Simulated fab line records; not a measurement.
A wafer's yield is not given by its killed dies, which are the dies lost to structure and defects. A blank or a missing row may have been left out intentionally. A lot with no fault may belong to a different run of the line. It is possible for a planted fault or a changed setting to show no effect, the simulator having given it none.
Matching of chambers	flow n5_finfet	N5_BEOL_M0_STRIP_142 on rie_diel-03 has 4 sister chambers
The step strips in N2/H2, time 10 s. 8 wafers are shown with their chamber, then 8 later ones without.

== EACH WAFER AND ITS CHAMBER ==
wafer	chamber	showerhead_plenum_p_Torr (Torr)	throttle_valve_pct (%)
L077.5	0	2.50	23.43
L083.6	1	2.44	23.83
L087.1	2	2.63	23.56
L087.2	0	2.49	23.46
L088.2	3	2.42	23.21
L088.5	2	2.63	23.55
L088.6	1	2.44	23.84
L089.1	3	2.41	23.20

== WAFERS MISSING THEIR CHAMBER ==
wafer	showerhead_plenum_p_Torr (Torr)	throttle_valve_pct (%)
L089.2	2.49	23.47
L089.4	2.44	23.86
L094.2	2.43	23.87
L094.3	2.48	23.48
L094.4	2.48	23.47
L096.1	2.43	23.88
L096.2	2.48	23.49
L096.5	2.41	23.22

== WHICH CHAMBER EACH WENT THROUGH ==
wafer	from the rows above	in truth
L089.2	0	0
L089.4	1	1
L094.2	1	1
L094.3	0	0
L094.4	0	0
L096.1	1	1
L096.2	0	0
L096.5	3	3
8 of 8 placed correctly. Left unplaced by these rows: 0. Placed wrongly: 0.
How it was worked out, from the rows above alone: a wafer's distance from a chamber is the root of the sum, over the readings, of the square of ((its reading less the chamber's mean) divided by the reading's scatter). The wafer belongs to the nearest chamber; if the next one is less than 2 further off, it can't be placed. For every chamber, the mean is computed from those of its wafers that are shown. The scatter is the square root of a quotient: the sum, over the shown wafers, of each reading's squared deviation from its chamber's mean, divided by wafers minus chambers.
